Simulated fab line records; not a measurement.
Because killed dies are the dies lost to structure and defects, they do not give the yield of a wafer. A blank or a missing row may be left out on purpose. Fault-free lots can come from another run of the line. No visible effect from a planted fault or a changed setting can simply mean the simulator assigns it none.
fab line records -- flow n5_finfet
[record] lots = 5, wafers = 13, last_day = 17
route steps=1938 shown BEOL_M4@1099 BEOL_M5@1112 PASS1_CAP@1874 PASSIVATION@1936
lots untouched by any fault: they come from a run of this same line in which no faults occurred
start_h: the number of hours between the record's first day and the start of the first shown wafer of the lot -- wait_h: hours since the lot's step before -- " identical to the entry in the row above -- L1.1+2: a row that stands for several wafers -- - value missing, or start not given -- * or withheld: withheld -- < > ~ a bound
route shown NAME@n: NAME is a module with steps in the file, n the number in the route of the first one -- usual: mean/standard deviation of fault-free wafers -- same: alike in all rows -- chamber/n: place in a boat -- sites: readings site by site -- _std_site: the values' standard deviation -- _edge_site: outer sites' mean less inner sites' -- radius_mm: for every site, how far away it sits from the centre of the wafer -- mask NAME#n: copy n -- behind: the most recent tool/chamber to have shaped the wafer -- hold: cause of the lot's hold/its duration in hours/its outcome -- device: which transistor (n, p or np) failed to switch -- end of line: at the end of the route, the tests of the same wafers -- for a step that has no rows: nothing shown but its recipe -- killed: not the wafer's yield, but the dies lost to structure and defects at the first sort -- map: a wafer's dies, marking killed ones x, the rest . and places with no die _
set.NAME: the setting that was run; set.NAME@STEP: the one run at that earlier step -- model.NAME: the simulator's own value behind a step, which no gauge read
a table for each step, a row for each wafer; lots at some steps of the route
services: the hour from which a tool's chamber was out of use, counted from the record's first day as start_h (under 0 if before that day), plus the number of hours and why
[[steps]]
[step N5_BEOL_M4_ANNEAL_95]
[recipe] temp_c = 400, time_s = 240, ambient = vacuum
[step N5_BEOL_M4_SPUTTER_96]
[recipe] material = Cu, target_thk_a = 45, temp_c = -20, chamber_pressure_pa = 0.07, power_w = withheld, time_s = 8.29
[step N5_BEOL_M4_ECD_50]
[recipe] material = Cu, target_thk_a = 3000
[step N5_BEOL_M4_ANNEAL_51]
[recipe] temp_c = 225, time_s = 90, ambient = N2
[step N5_BEOL_M4_CMP_52]
[recipe] stop_on = SiOC, t_overpolish_s = 6.8, down_force_psi = 1, platen_rpm = 50, clearing_platen_down_force_psi = 1.5, clearing_platen_rpm = 50, post_cmp_clean = cu_alkaline, target_thk_nm = 40, clearing_platen_pad_velocity_m_s = 0.99484, pad_velocity_m_s = 0.99484
[step N5_BEOL_M4_PRE_CLEAN_60]
[recipe] gas = NH3/H2, time_s = 15, temp_c = *, rf_power_w = 300
[step N5_BEOL_M4_CO_CAP_55]
[recipe] material = Co, target_thk_a = 20, temp_c = 200, precursor = CCTBA/H2, pressure_torr = 30, time_s = 102.1
[step N5_BEOL_M4_PRE_CLEAN_56]
[recipe] gas = NH3, time_s = 15, temp_c = withheld, rf_power_w = 300
[step N5_BEOL_M4_DEP_57]
[recipe] material = SiCN, target_thk_a = 80, temp_c = withheld, precursor = 3MS/NH3, pressure_torr = 3, rf_w = 202, time_s = 14
[step N5_BEOL_M4_RC_MEAS_101]
[usual] DIBL_N = 36.2/2, DIBL_P = 36.1/2.4, IOFF_N = 0.16/0.035, IOFF_P = 0.22/0.041, ION_N = 675/14, ION_P = 465/8.6, SS_N = 71.5/0.64, SS_P = 73.2/0.76, VT_N = 250/3.9, VT_P = -249/3.4
lot.wafer,tool,chamber,start_h,wait_h,DIBL_N[mV/V],DIBL_P[mV/V],IOFF_N[nA/um],IOFF_P[nA/um],ION_N[uA/um],ION_P[uA/um],SS_N[mV/dec],SS_P[mV/dec],VT_N[mV],VT_P[mV]
L764.1,prober-01,0,205.99,0.0,37.3,37.2,0.18,0.24,675,465,72.0,73.2,247,-249
L764.3,prober-01,0,205.99,0.0,35.4,36.0,0.14,0.23,678,473,71.4,73.2,252,-247
L764.6,prober-01,0,205.99,0.0,35.6,36.1,0.15,0.23,677,464,71.3,73.7,250,-247
L772.3,prober-01,0,262.56,0.3,34.5,33.3,0.13,0.19,674,474,71.1,72.5,249,-247
L772.6,prober-01,0,262.56,0.3,36.0,34.2,0.14,0.19,682,467,70.9,73.3,250,-250
L779.1,prober-02,0,295.93,0.0,35.1,34.5,0.12,0.15,673,450,70.5,73.3,255,-255
L779.4,prober-02,0,295.93,0.0,35.8,35.2,0.11,0.16,657,454,72.1,73.0,260,-257
L778.2,prober-02,0,297.49,0.2,38.8,36.9,0.20,0.25,691,469,72.0,74.3,245,-247
L778.3,prober-02,0,297.49,0.2,32.2,28.9,0.08,0.14,657,455,70.4,71.8,261,-254
L778.6,prober-02,0,297.49,0.2,36.7,33.0,0.15,0.19,660,458,71.9,72.6,251,-251
L780.1,prober-01,0,298.57,0.0,35.0,34.5,0.13,0.20,660,465,70.9,73.2,251,-249
L780.4,prober-01,0,298.57,0.0,36.9,35.5,0.16,0.20,672,459,71.8,74.1,248,-250
L780.6,prober-01,0,298.57,0.0,36.2,34.7,0.14,0.18,671,457,71.6,73.4,252,-255
[step N5_BEOL_M5_ILD_DEP_00]
[recipe] material = SiCOH_lowk, target_thk_a = 1406.4, temp_c = 300, precursor = DEMS/porogen, pressure_torr = 5, rf_w = 500, time_s = 25.9
[step N5_BEOL_M5_CURE_79]
[recipe] temp_c = 385, time_s = 240, ambient = He/Ar, material = SiCOH_lowk
[step N5_BEOL_M5_PECVD_70]
[recipe] material = SiO2, target_thk_a = 160, temp_c = 400, precursor = TEOS/O2, pressure_torr = 5.5, rf_w = 450, teos_flow_sccm = 53.8, gas = O2, flow_sccm = 3000, time_s = 18
[step N5_BEOL_M5_HM_DEP_02]
[recipe] material = TiN, target_thk_a = 200, temp_c = 25, chamber_pressure_pa = 0.49996
[step N5_BEOL_M5_COAT_59]
[recipe] resist = SOC, temp_c = 250, time_s = 60, spin_rpm = 1500, resist_thk_nm = 60
[step N5_BEOL_M5_COAT_60]
[recipe] resist = SiARC, temp_c = 220, time_s = 60, spin_rpm = 1500, resist_thk_nm = 12
[step N5_BEOL_M5_COAT_71]
[recipe] resist = underlayer, temp_c = 205, time_s = 60, spin_rpm = 1500, resist_thk_nm = 5
[step N5_BEOL_M5_COAT_05]
[recipe] resist = CAR-EUV, spin_rpm = 1500, resist_thk_nm = 30
[step N5_BEOL_M5_EBR_07]
[recipe] solvent = PGMEA, ebr_width_mm = 1.5
[step N5_BEOL_M5_SOFTBAKE_06]
[recipe] temp_c = 110, time_s = 60, resist = CAR-EUV
[step N5_BEOL_M5_EXPOSE_08]
[recipe] mask_id = M5, na = 0.33, source_shape = annular, sigma_inner = 0.4, sigma_outer = 0.8, polarization = unpolarized, target_cd_nm = 28, dose_mj = 35.75
[step N5_BEOL_M5_PEB_09]
[recipe] peb_temp_c = 100, peb_time_s = 60, resist = CAR-EUV
[step N5_BEOL_M5_DEVELOP_10]
[recipe] develop_time_s = 30, developer = TMAH, resist = CAR-EUV, rinse_liquid = surfactant_rinse, dry = air_spin, dev_temp_c = 23
[step N5_BEOL_M5_DESCUM_16]
[recipe] chemistry = O2, time_s = 7, source_power_w = 50, bias_power_w = 20, pressure_mtorr = 20, rf_frequency_hz = 2.712e+07, temp_c = 40, resist = CAR-EUV, o2_flow_sccm = 225
[step N5_BEOL_M5_ETCH_72]
[recipe] chemistry = N2/H2, target = underlayer, target_depth_a = 65, mask_material = CAR-EUV, time_s = 5.2, ion_energy_ev = 200, pressure_mtorr = 30, source_w = 840, bias_w = 150, n2_flow_sccm = 200, h2_flow_sccm = 200, ends = cleared
[step N5_BEOL_M5_ETCH_61]
[recipe] chemistry = CF4, target = SiARC, target_depth_a = 156, mask_material = CAR-EUV, time_s = 26, ion_energy_ev = 80, pressure_mtorr = 40, source_w = 545, bias_w = 36, Ar_flow_sccm = 100, cf4_flow_sccm = 100, ends = cleared
[step N5_BEOL_M5_ETCH_62]
[recipe] chemistry = N2/H2, target = SOC, target_depth_a = 750, overetch_a = 150, mask_material = SiARC, temp_c = 40, time_s = 112.5, ion_energy_ev = 200, pressure_mtorr = 30, source_w = 840, bias_w = 150, n2_flow_sccm = 200, h2_flow_sccm = 200
[step N5_BEOL_M5_STRIP_63]
[recipe] chemistry = N2/H2, temp_c = 40, n2_flow_sccm = 200, h2_flow_sccm = 200, rf_frequency_hz = 6e+07
[step N5_BEOL_M5_STRIP_73]
[recipe] chemistry = N2/H2, temp_c = 40, n2_flow_sccm = 200, h2_flow_sccm = 200, rf_frequency_hz = 6e+07
[step N5_BEOL_M5_STRIP_64]
[recipe] chemistry = CF4, resist = SiARC, power_w = 300, bias_power_w = 75, pressure_mtorr = 50, cf4_flow_sccm = 150, rf_frequency_hz = 6e+07
[step N5_BEOL_M5_HM_OPEN_17]
[recipe] chemistry = Cl2/BCl3, target_depth_a = 200, overetch_a = 60, target = TiN, mask_material = SOC, ion_energy_ev = 150, pressure_mtorr = 10, icp_w = 1000, bias_w = 126, Cl2_flow_sccm = 53.25, bcl3_flow_sccm = 21.75, Ar_flow_sccm = 25
[step N5_BEOL_M5_STRIP_19]
[recipe] chemistry = O2, power_w = 400, temp_c = 40, pressure_mtorr = 30, rf_frequency_hz = 6e+07, bias_power_w = 0, overash_fraction = 0.2, o2_flow_sccm = 225
[step N5_BEOL_M5_COAT_65]
[recipe] resist = SOC, temp_c = 250, time_s = 60, spin_rpm = 1500, resist_thk_nm = 60
[step N5_BEOL_M5_COAT_66]
[recipe] resist = SiARC, temp_c = 220, time_s = 60, spin_rpm = 1500, resist_thk_nm = 12
[step N5_PASSIVATION_PECVD_01]
[recipe] material = SiNx, target_thk_a = 2000, temp_c = 400, precursor = SiH4/NH3/N2, pressure_torr = 4.9, rf_w = 1406, time_s = 43.2
[usual] heater_power_w = 374/87, showerhead_plenum_p_Torr = 8.63/0.095, showerhead_vpp_V = 2319/100, throttle_valve_pct = 29.4/1.7
lot.wafer,tool,chamber,start_h,wait_h,heater_power_w,showerhead_plenum_p_Torr,showerhead_vpp_V,throttle_valve_pct,model.SiNx_of_PASSIVATION_PECVD_01.thk_nm
L764.1,pecvd-04,1,304.47,0.0,456,8.84,2349,28.9,201
L764.3,pecvd-04,0,304.47,0.0,269,8.59,2244,33.1,200.6
L764.6,pecvd-04,0,304.47,0.0,277,8.57,2215,33.1,200.2
L772.3,pecvd-04,2,371.43,0.0,209,8.59,2298,28.9,255.6
L772.6,pecvd-04,0,371.43,0.0,352,8.60,2248,33.1,201.4
L779.1,pecvd-04,1,392.16,0.0,416,8.84,2332,28.8,196.8
L779.4,pecvd-04,2,392.16,0.0,304,8.56,2376,28.9,257.2
L780.1,pecvd-01,0,394.24,0.0,301,8.64,2308,29.1,199
L780.4,pecvd-01,1,394.24,0.0,409,8.57,2187,29.4,202
L780.6,pecvd-01,0,394.24,0.0,312,8.63,2308,28.9,201.4
L778.2,pecvd-04,1,402.18,0.0,420,8.83,2314,28.8,197.2
L778.3,pecvd-04,0,402.18,0.0,308,8.60,2222,33.2,251
L778.6,pecvd-04,0,402.18,0.0,333,8.58,2229,33.1,200
[step N5_PASSIVATION_PROBE_49]
[usual] defect_limited_yield = 91.1/1.4, killed_at_M0_to_M3 = 36/9.9, killed_at_M4_up = 13/5.8, killed_at_contacts = 14/5.9, killed_at_front_end = 39/11, killed_at_other = 3.4/2.9, killed_dies = 105/17, killed_on_rim = 15/3.9, killed_open = 70/13, killed_short = 34/7.3, sort_bin_5_function = 5.3/1, sort_bin_6_memory = 3.3/0.62, sort_n_pass = 1075/17, sort_yield_pct = 91.1/1.4
[same] gross_dies = 1180, killed_at_back_side = 0, sort_bin_4_leakage[%] = 0, sort_bin_8_speed[%] = 0
lot.wafer,tool,chamber,start_h,wait_h,defect_limited_yield[%],killed_at_M0_to_M3,killed_at_M4_up,killed_at_contacts,killed_at_front_end,killed_at_other,killed_dies,killed_on_rim,killed_open,killed_short,sort_bin_5_function[%],sort_bin_6_memory[%],sort_n_pass,sort_yield_pct[%]
L772.3,prober-02,-,384.68,0.1,0,21,8,13,32,1106,1180,152,54,20,97.6,2.3,0,0
L772.6,prober-02,-,384.83,0.3,92.8,32,11,9,28,5,85,15,56,28,4.3,2.6,1095,92.8
L779.1,prober-01,-,400.45,0.0,91.9,34,11,15,36,0,96,23,65,28,4.7,2.9,1084,91.9
L779.4,prober-01,-,400.60,0.2,0,74,16,29,30,1031,1180,152,103,48,95.3,4.3,0,0
L778.2,prober-01,-,411.06,0.1,91.5,33,24,15,26,2,100,10,68,31,4.9,3.5,1080,91.5
L778.3,prober-01,-,411.11,0.1,0,24,24,10,47,1075,1180,152,72,32,96.7,3.1,0,0
L778.6,prober-01,-,411.26,0.3,92.5,19,12,15,39,4,89,14,56,33,4.1,3.1,1091,92.5
// killed by level:class
L772.3 PASS1_CAP:area_pecvd=1104 MOL_CONTACT_COAG:geometric_particle:open=10 FIN_SAQP:geometric_particle:open=8 DUMMY_GATE:geometric_particle:open=5 BEOL_M0_SAQP:geometric_particle:open=5 BEOL_M0_SAQP:geometric_particle:short=5 STI_FIN_REVEAL:geometric_particle:open=4 FIN_SAQP:geometric_particle:short=3
L772.6 BEOL_M0_SAQP:geometric_particle:short=9 DUMMY_GATE:geometric_particle:open=8 MOL_CONTACT_COAG:geometric_particle:open=8 BEOL_M0_SAQP:geometric_particle:open=7 BEOL_M2:geometric_particle:open=7 ILD0:geometric_particle:open=5 BEOL_M2:geometric_particle:short=4 STARTING-WAFER:geometric_particle:short=4
L779.1 MOL_CONTACT_COAG:geometric_particle:open=11 STI_FIN_REVEAL:geometric_particle:open=9 BEOL_M0_SAQP:geometric_particle:short=8 FIN_SAQP:geometric_particle:open=7 GATE_CUT:geometric_particle:open=7 BEOL_M3:geometric_particle:open=7 BEOL_M2:geometric_particle:open=6 FIN_SAQP:geometric_particle:short=4
L779.4 PASS1_CAP:area_pecvd=1028 MOL_CONTACT_COAG:geometric_particle:open=23 BEOL_M2:geometric_particle:open=20 BEOL_M0_SAQP:geometric_particle:open=17 BEOL_M0_SAQP:geometric_particle:short=12 BEOL_M4:geometric_particle:open=7 BEOL_M3:geometric_particle:open=7 FIN_SAQP:geometric_particle:short=6
L778.2 MOL_CONTACT_COAG:geometric_particle:open=12 BEOL_M3:geometric_particle:open=10 BEOL_M4:geometric_particle:open=10 STI_FIN_REVEAL:geometric_particle:open=6 DUMMY_GATE:geometric_particle:open=6 FIN_SAQP:geometric_particle:short=5 BEOL_M0_SAQP:geometric_particle:open=5 BEOL_M0_SAQP:geometric_particle:short=5
L778.3 PASS1_CAP:area_pecvd=1074 FIN_SAQP:geometric_particle:short=11 STI_FIN_REVEAL:geometric_particle:open=11 BEOL_M4:geometric_particle:open=11 DUMMY_GATE:geometric_particle:open=10 MOL_CONTACT_COAG:geometric_particle:open=9 BEOL_M2:geometric_particle:open=7 BEOL_M3:geometric_particle:open=7
L778.6 STI_FIN_REVEAL:geometric_particle:open=12 MOL_CONTACT_COAG:geometric_particle:open=9 BEOL_M2:geometric_particle:open=7 MOL_CONTACT_COAG:geometric_particle:short=6 FIN_SAQP:geometric_particle:short=5 DUMMY_GATE:geometric_particle:open=5 BEOL_M4:geometric_particle:open=5 FIN_SAQP:geometric_particle:open=4
// map L772.3 (x killed, . not)
_________________xxxxxxxxxxxx________________
______________xxxxxxxxxxxxxxxxxx_____________
___________xxxxxxxxxxxxxxxxxxxxxxxx__________
__________xxxxxxxxxxxxxxxxxxxxxxxxxx_________
________xxxxxxxxxxxxxxxxxxxxxxxxxxxxxx_______
_______xxxxxxxxxxxxxxxxxxxxxxxxxxxxxxxx______
______xxxxxxxxxxxxxxxxxxxxxxxxxxxxxxxxxx_____
_____xxxxxxxxxxxxxxxxxxxxxxxxxxxxxxxxxxxx____
____xxxxxxxxxxxxxxxxxxxxxxxxxxxxxxxxxxxxxx___
___xxxxxxxxxxxxxxxxxxxxxxxxxxxxxxxxxxxxxxxx__
___xxxxxxxxxxxxxxxxxxxxxxxxxxxxxxxxxxxxxxxx__
__xxxxxxxxxxxxxxxxxxxxxxxxxxxxxxxxxxxxxxxxxx_
__xxxxxxxxxxxxxxxxxxxxxxxxxxxxxxxxxxxxxxxxxx_
_xxxxxxxxxxxxxxxxxxxxxxxxxxxxxxxxxxxxxxxxxxxx
_xxxxxxxxxxxxxxxxxxxxxxxxxxxxxxxxxxxxxxxxxxxx
_xxxxxxxxxxxxxxxxxxxxxxxxxxxxxxxxxxxxxxxxxxxx
_xxxxxxxxxxxxxxxxxxxxxxxxxxxxxxxxxxxxxxxxxxxx
_xxxxxxxxxxxxxxxxxxxxxxxxxxxxxxxxxxxxxxxxxxxx
_xxxxxxxxxxxxxxxxxxxxxxxxxxxxxxxxxxxxxxxxxxxx
_xxxxxxxxxxxxxxxxxxxxxxxxxxxxxxxxxxxxxxxxxxxx
_xxxxxxxxxxxxxxxxxxxxxxxxxxxxxxxxxxxxxxxxxxxx
__xxxxxxxxxxxxxxxxxxxxxxxxxxxxxxxxxxxxxxxxxx_
__xxxxxxxxxxxxxxxxxxxxxxxxxxxxxxxxxxxxxxxxxx_
___xxxxxxxxxxxxxxxxxxxxxxxxxxxxxxxxxxxxxxxx__
___xxxxxxxxxxxxxxxxxxxxxxxxxxxxxxxxxxxxxxxx__
____xxxxxxxxxxxxxxxxxxxxxxxxxxxxxxxxxxxxxx___
_____xxxxxxxxxxxxxxxxxxxxxxxxxxxxxxxxxxxx____
______xxxxxxxxxxxxxxxxxxxxxxxxxxxxxxxxxx_____
_______xxxxxxxxxxxxxxxxxxxxxxxxxxxxxxxx______
________xxxxxxxxxxxxxxxxxxxxxxxxxxxxxx_______
__________xxxxxxxxxxxxxxxxxxxxxxxxxx_________
___________xxxxxxxxxxxxxxxxxxxxxxxx__________
______________xxxxxxxxxxxxxxxxxx_____________
_________________xxxxxxxxxxxx________________
// map L778.3 (x killed, . not)
_________________xxxxxxxxxxxx________________
______________xxxxxxxxxxxxxxxxxx_____________
___________xxxxxxxxxxxxxxxxxxxxxxxx__________
__________xxxxxxxxxxxxxxxxxxxxxxxxxx_________
________xxxxxxxxxxxxxxxxxxxxxxxxxxxxxx_______
_______xxxxxxxxxxxxxxxxxxxxxxxxxxxxxxxx______
______xxxxxxxxxxxxxxxxxxxxxxxxxxxxxxxxxx_____
_____xxxxxxxxxxxxxxxxxxxxxxxxxxxxxxxxxxxx____
____xxxxxxxxxxxxxxxxxxxxxxxxxxxxxxxxxxxxxx___
___xxxxxxxxxxxxxxxxxxxxxxxxxxxxxxxxxxxxxxxx__
___xxxxxxxxxxxxxxxxxxxxxxxxxxxxxxxxxxxxxxxx__
__xxxxxxxxxxxxxxxxxxxxxxxxxxxxxxxxxxxxxxxxxx_
__xxxxxxxxxxxxxxxxxxxxxxxxxxxxxxxxxxxxxxxxxx_
_xxxxxxxxxxxxxxxxxxxxxxxxxxxxxxxxxxxxxxxxxxxx
_xxxxxxxxxxxxxxxxxxxxxxxxxxxxxxxxxxxxxxxxxxxx
_xxxxxxxxxxxxxxxxxxxxxxxxxxxxxxxxxxxxxxxxxxxx
_xxxxxxxxxxxxxxxxxxxxxxxxxxxxxxxxxxxxxxxxxxxx
_xxxxxxxxxxxxxxxxxxxxxxxxxxxxxxxxxxxxxxxxxxxx
_xxxxxxxxxxxxxxxxxxxxxxxxxxxxxxxxxxxxxxxxxxxx
_xxxxxxxxxxxxxxxxxxxxxxxxxxxxxxxxxxxxxxxxxxxx
_xxxxxxxxxxxxxxxxxxxxxxxxxxxxxxxxxxxxxxxxxxxx
__xxxxxxxxxxxxxxxxxxxxxxxxxxxxxxxxxxxxxxxxxx_
__xxxxxxxxxxxxxxxxxxxxxxxxxxxxxxxxxxxxxxxxxx_
___xxxxxxxxxxxxxxxxxxxxxxxxxxxxxxxxxxxxxxxx__
___xxxxxxxxxxxxxxxxxxxxxxxxxxxxxxxxxxxxxxxx__
____xxxxxxxxxxxxxxxxxxxxxxxxxxxxxxxxxxxxxx___
_____xxxxxxxxxxxxxxxxxxxxxxxxxxxxxxxxxxxx____
______xxxxxxxxxxxxxxxxxxxxxxxxxxxxxxxxxx_____
_______xxxxxxxxxxxxxxxxxxxxxxxxxxxxxxxx______
________xxxxxxxxxxxxxxxxxxxxxxxxxxxxxx_______
__________xxxxxxxxxxxxxxxxxxxxxxxxxx_________
___________xxxxxxxxxxxxxxxxxxxxxxxx__________
______________xxxxxxxxxxxxxxxxxx_____________
_________________xxxxxxxxxxxx________________
[[services]]
tool,chamber,start_h,hours,kind
pecvd-04,-,303.32,1.0,repair
pecvd-04,-,319.57,2.8,pm
pecvd-01,1,339.57,4.3,repair
pecvd-01,-,349.86,0.8,pm
pecvd-04,-,373.74,0.6,repair
[[key]]
[first_sign] step = N5_PASSIVATION_PROBE_49, reading = killed_at_other, direction = up, sigmas = 99+, usual = 3.4, struck = 1070.7
[effect] step = N5_PASSIVATION_PROBE_49, reading = sort_bin_5_function, direction = up, sigmas = 89, usual = 5.3, struck = 96.6
[model_effect] step = N5_PASSIVATION_PECVD_01, value = SiNx_of_PASSIVATION_PECVD_01.thk_nm, without = 196.9, struck = 254.6
[more_kills_born_at] N5_PASSIVATION_PECVD_01@pecvd-04 = 3206
met_at N5_PASSIVATION_PECVD_01
struck_wafers L772.3,L778.3,L779.4
later_rows_left_out L772.3,L778.3,L779.4
onset_between 304.47 371.43
[fault] kind = process_parameter_drift, tool = pecvd-04, chamber = -, onset_h = 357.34, steps = N5_PASSIVATION_PECVD_01, channel = time_s, offset = *, shape = step, end_h = 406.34, scope = struck_wafers_only, acts_in = *, stated = *
// later_rows_left_out: the simulator's readings of these wafers behind a module that went badly wrong aren't trusted and aren't shown, but for the sort
